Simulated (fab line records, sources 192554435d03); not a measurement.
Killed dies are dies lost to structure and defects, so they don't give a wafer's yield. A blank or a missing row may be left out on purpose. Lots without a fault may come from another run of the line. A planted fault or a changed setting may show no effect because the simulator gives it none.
Split-lot experiment | flow n5_finfet | 7 lots, 39 wafers read, on a route of 1938 steps

THE SPLIT
At N5_FIN_SAQP_ETCH_65 (etches SiO2 in CF4, target depth 4 nm, time 4.4 s), the setting time_s was moved away from the recipe's 4.4 s on 15 of the 39 wafers read, by -40.1% to +49.0%. The other wafers ran this setting at the recipe's value.

The reading is taken at the split's own step.

THE READING
etch.depth_nm (the simulator's own value, which no gauge read), in nm, at N5_FIN_SAQP_ETCH_65 (etches SiO2 in CF4, target depth 4 nm, time 4.4 s). The file gives no usual value for it. The 24 wafers here that ran the recipe average 3.972 nm, standard deviation 0.074 nm.

wafer  | tool, chamber at the split | time_s as run, s | against the recipe | etch.depth_nm, nm | against lot-mates on the recipe
L076.1 | rie_si-04, 3               | 6.307            | +43.3%             | 5.721             | +1.676
L076.2 | rie_si-04, 1               | 6.307            | +43.3%             | 6.053             | +2.008
L076.3 | rie_si-04, 0               | 6.307            | +43.3%             | 5.904             | +1.859
L076.4 | rie_si-04, 2               | 4.4              | recipe             | 4.048             | -
L076.5 | rie_si-04, 3               | 4.4              | recipe             | 4                 | -
L076.6 | rie_si-04, 2               | 4.4              | recipe             | 4.087             | -
L078.1 | rie_si-04, 2               | 4.4              | recipe             | 4.015             | -
L078.2 | rie_si-04, 0               | 4.4              | recipe             | 4.083             | -
L078.3 | rie_si-04, 3               | 6.554            | +49.0%             | 5.854             | +1.842
L078.4 | rie_si-04, 1               | 6.554            | +49.0%             | 6.216             | +2.204
L078.5 | rie_si-04, 3               | 4.4              | recipe             | 3.937             | -
L078.6 | rie_si-04, 2               | 6.554            | +49.0%             | 5.929             | +1.917
L079.1 | rie_si-03, 1               | 4.4              | recipe             | 3.849             | -
L079.2 | rie_si-03, 2               | 2.637            | -40.1%             | 2.283             | -1.657
L079.3 | rie_si-03, 0               | 4.4              | recipe             | 3.969             | -
L079.4 | rie_si-03, 3               | 2.637            | -40.1%             | 2.386             | -1.554
L079.5 | rie_si-03, 0               | 2.637            | -40.1%             | 2.379             | -1.561
L079.6 | rie_si-03, 3               | 4.4              | recipe             | 4.002             | -
L081.1 | rie_si-03, 2               | 4.4              | recipe             | 3.862             | -
L081.2 | rie_si-03, 1               | 4.4              | recipe             | 3.835             | -
L081.3 | rie_si-03, 3               | 4.4              | recipe             | 4.017             | -
L081.4 | rie_si-03, 0               | 4.4              | recipe             | 3.971             | -
L081.5 | rie_si-03, 0               | 4.4              | recipe             | 3.942             | -
L081.6 | rie_si-03, 1               | 4.4              | recipe             | 3.841             | -
L083.1 | rie_si-03, 3               | 4.4              | recipe             | 4.076             | -
L083.2 | rie_si-03, 2               | 6.204            | +41.0%             | 5.523             | +1.526
L083.3 | rie_si-03, 0               | 6.204            | +41.0%             | 5.642             | +1.645
L083.4 | rie_si-03, 1               | 4.4              | recipe             | 3.91              | -
L083.5 | rie_si-03, 1               | 6.204            | +41.0%             | 5.446             | +1.449
L083.6 | rie_si-03, 0               | 4.4              | recipe             | 4.004             | -
L087.1 | rie_si-02, 3               | 3.663            | -16.8%             | 3.304             | -0.675
L087.2 | rie_si-02, 1               | 3.663            | -16.8%             | 3.261             | -0.718
L087.3 | rie_si-02, 2               | 3.663            | -16.8%             | 3.224             | -0.755
L087.4 | rie_si-02, 0               | 4.4              | recipe             | 3.998             | -
L087.5 | rie_si-02, 1               | 4.4              | recipe             | 3.92              | -
L087.6 | rie_si-02, 0               | 4.4              | recipe             | 4.018             | -
L090.3 | rie_si-02, 3               | 4.4              | recipe             | 3.949             | -
L090.5 | rie_si-02, 3               | 4.4              | recipe             | 3.94              | -
L090.6 | rie_si-02, 0               | 4.4              | recipe             | 4.043             | -

THE FIT
A straight line over all 39 wafers: etch.depth_nm changes by +0.0412 nm for each +1% of time_s; r = +0.99; the points scatter about the line by 0.1 nm.
The same after taking each lot's own level away (the mean of its wafers on the recipe; 39 wafers): +0.0403 nm for each +1%; r = +1.00; scatter 0.092 nm.
On that fit, the largest move of time_s shifts the reading by 2 nm.
The lots' own levels span 3.9113 to 4.0450 nm, that is 1.8 times the standard deviation above.
So the lot-to-lot level changes the slope little: the two slopes agree.
Check: with one of the wafers moved furthest among these (+49.0%) left out of the fit, the line predicts +1.99 nm for it against its lot-mates. It came out at +1.84 nm against them.

OTHER SPLITS ON THESE WAFERS
These wafers also went through other splits before the reading. Each is held against what the fit with the lots' levels taken away leaves over:
other split on the same wafers | wafers away from the commonest value | r with etch.depth_nm (lot level and that fit taken away)
N5_FIN_SAQP_PECVD_06 time_s    | 15                                   | -0.16

THE FILE'S OWN FIT
etch.depth_nm changes by +0.0403 nm for each +1% of time_s, r = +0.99.
